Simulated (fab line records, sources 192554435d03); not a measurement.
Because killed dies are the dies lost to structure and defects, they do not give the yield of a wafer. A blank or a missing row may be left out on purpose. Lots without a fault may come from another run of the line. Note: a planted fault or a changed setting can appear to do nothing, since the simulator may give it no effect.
Split-lot trial || flow n5_finfet || route with 1938 steps; 7 lots, 21 wafers read

== ABOUT THE SPLIT ==
At N5_BEOL_M11_TRENCH_ETCH_37 (etches SiCOH lowk in C4F6/O2, target depth 148.83 nm, time 48 s), the setting source_w was moved away from the recipe's 345 W on 6 of the 21 wafers read, by +6.8% to +9.8%. This setting was run at the recipe's value on the other wafers.

The reading comes from the split's own step.

== THE READING ==
rf_vpp_V, in V, at N5_BEOL_M11_TRENCH_ETCH_37 (etches SiCOH lowk in C4F6/O2, target depth 148.83 nm, time 48 s). On this fab line, fault-free wafers typically give 664 V with a standard deviation of 5.3 V.

{"wafer": "L074.3", "tool, chamber at the split": "rie_diel-06, 1", "source_w as run, W": 345, "against the recipe": "recipe", "rf_vpp_V, V": 668, "against lot-mates on the recipe": "-"}
{"wafer": "L074.4", "tool, chamber at the split": "rie_diel-06, 2", "source_w as run, W": 345, "against the recipe": "recipe", "rf_vpp_V, V": 653, "against lot-mates on the recipe": "-"}
{"wafer": "L074.5", "tool, chamber at the split": "rie_diel-06, 1", "source_w as run, W": 345, "against the recipe": "recipe", "rf_vpp_V, V": 670, "against lot-mates on the recipe": "-"}
{"wafer": "L075.1", "tool, chamber at the split": "rie_diel-02, 2", "source_w as run, W": 345, "against the recipe": "recipe", "rf_vpp_V, V": 663, "against lot-mates on the recipe": "-"}
{"wafer": "L075.2", "tool, chamber at the split": "rie_diel-02, 0", "source_w as run, W": 345, "against the recipe": "recipe", "rf_vpp_V, V": 663, "against lot-mates on the recipe": "-"}
{"wafer": "L075.3", "tool, chamber at the split": "rie_diel-02, 1", "source_w as run, W": 378.8, "against the recipe": "+9.8%", "rf_vpp_V, V": 637, "against lot-mates on the recipe": -26}
{"wafer": "L082.2", "tool, chamber at the split": "rie_diel-02, 0", "source_w as run, W": 345, "against the recipe": "recipe", "rf_vpp_V, V": 663, "against lot-mates on the recipe": "-"}
{"wafer": "L082.4", "tool, chamber at the split": "rie_diel-02, 3", "source_w as run, W": 369.7, "against the recipe": "+7.2%", "rf_vpp_V, V": 649, "against lot-mates on the recipe": -20}
{"wafer": "L082.6", "tool, chamber at the split": "rie_diel-02, 3", "source_w as run, W": 345, "against the recipe": "recipe", "rf_vpp_V, V": 674, "against lot-mates on the recipe": "-"}
{"wafer": "L089.1", "tool, chamber at the split": "rie_diel-05, 1", "source_w as run, W": 368.4, "against the recipe": "+6.8%", "rf_vpp_V, V": 633, "against lot-mates on the recipe": -30}
{"wafer": "L089.3", "tool, chamber at the split": "rie_diel-05, 2", "source_w as run, W": 368.4, "against the recipe": "+6.8%", "rf_vpp_V, V": 642, "against lot-mates on the recipe": -21}
{"wafer": "L089.4", "tool, chamber at the split": "rie_diel-05, 0", "source_w as run, W": 345, "against the recipe": "recipe", "rf_vpp_V, V": 663, "against lot-mates on the recipe": "-"}
{"wafer": "L094.2", "tool, chamber at the split": "rie_diel-02, 2", "source_w as run, W": 345, "against the recipe": "recipe", "rf_vpp_V, V": 661, "against lot-mates on the recipe": "-"}
{"wafer": "L094.3", "tool, chamber at the split": "rie_diel-02, 3", "source_w as run, W": 345, "against the recipe": "recipe", "rf_vpp_V, V": 672, "against lot-mates on the recipe": "-"}
{"wafer": "L094.4", "tool, chamber at the split": "rie_diel-02, 3", "source_w as run, W": 345, "against the recipe": "recipe", "rf_vpp_V, V": 672, "against lot-mates on the recipe": "-"}
{"wafer": "L093.3", "tool, chamber at the split": "rie_diel-05, 2", "source_w as run, W": 369.7, "against the recipe": "+7.2%", "rf_vpp_V, V": 640, "against lot-mates on the recipe": -23}
{"wafer": "L093.4", "tool, chamber at the split": "rie_diel-05, 2", "source_w as run, W": 345, "against the recipe": "recipe", "rf_vpp_V, V": 663, "against lot-mates on the recipe": "-"}
{"wafer": "L093.6", "tool, chamber at the split": "rie_diel-05, 1", "source_w as run, W": 369.7, "against the recipe": "+7.2%", "rf_vpp_V, V": 630, "against lot-mates on the recipe": -33}
{"wafer": "L096.2", "tool, chamber at the split": "rie_diel-06, 1", "source_w as run, W": 345, "against the recipe": "recipe", "rf_vpp_V, V": 668, "against lot-mates on the recipe": "-"}
{"wafer": "L096.4", "tool, chamber at the split": "rie_diel-06, 2", "source_w as run, W": 345, "against the recipe": "recipe", "rf_vpp_V, V": 655, "against lot-mates on the recipe": "-"}
{"wafer": "L096.5", "tool, chamber at the split": "rie_diel-06, 3", "source_w as run, W": 345, "against the recipe": "recipe", "rf_vpp_V, V": 671, "against lot-mates on the recipe": "-"}

FIT RESULTS
A straight line over all 21 wafers: rf_vpp_V changes by -3.5 V for each +1% of source_w; r = -0.89; the points scatter about the line by 6.6 V.
The same after taking each lot's own level away (the mean of its wafers on the recipe; 21 wafers): -3.32 V for each +1%; r = -0.90; scatter 5.9 V.
Per that fit: largest source_w move, reading shift of 32 V.
Across the lots, their own levels run from 663.0 to 668.5 V, a range of 1.0 times the standard deviation given above.
Hence the lot-to-lot level has little effect on the slope; both slopes agree.
Check: -35.3 V against its lot-mates is what the line predicts for one of the wafers moved furthest among these (+9.8%) when that wafer is left out of the fit. Against them it came out at -26 V.
Tool readings at the split's step, against how far the setting was moved: rf_vpp_V r = -0.89.

== OTHER SPLITS APPLIED TO THESE WAFERS ==
Before the reading, these wafers also passed through other splits. Each is held against what the fit with the lots' levels taken away leaves over:
{"other split on the same wafers": "N5_BEOL_M9_ILD_DEP_00 time_s", "wafers away from the commonest value": 8, "r with rf_vpp_V (lot level and that fit taken away)": "+0.01"}
{"other split on the same wafers": "N5_BEOL_M9_TRENCH_ETCH_37 source_w", "wafers away from the commonest value": 6, "r with rf_vpp_V (lot level and that fit taken away)": "+0.15"}
{"other split on the same wafers": "N5_BEOL_M10_PEB_26 peb_time_s", "wafers away from the commonest value": 6, "r with rf_vpp_V (lot level and that fit taken away)": -0.34}
{"other split on the same wafers": "N5_BEOL_M10_TRENCH_ETCH_37 bias_w", "wafers away from the commonest value": 11, "r with rf_vpp_V (lot level and that fit taken away)": "+0.20"}
{"other split on the same wafers": "N5_BEOL_M11_PEB_26 peb_time_s", "wafers away from the commonest value": 9, "r with rf_vpp_V (lot level and that fit taken away)": -0.21}

== THE FILE'S OWN FIT ==
rf_vpp_V changes by -3.12 V for each +1% of source_w, r = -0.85.
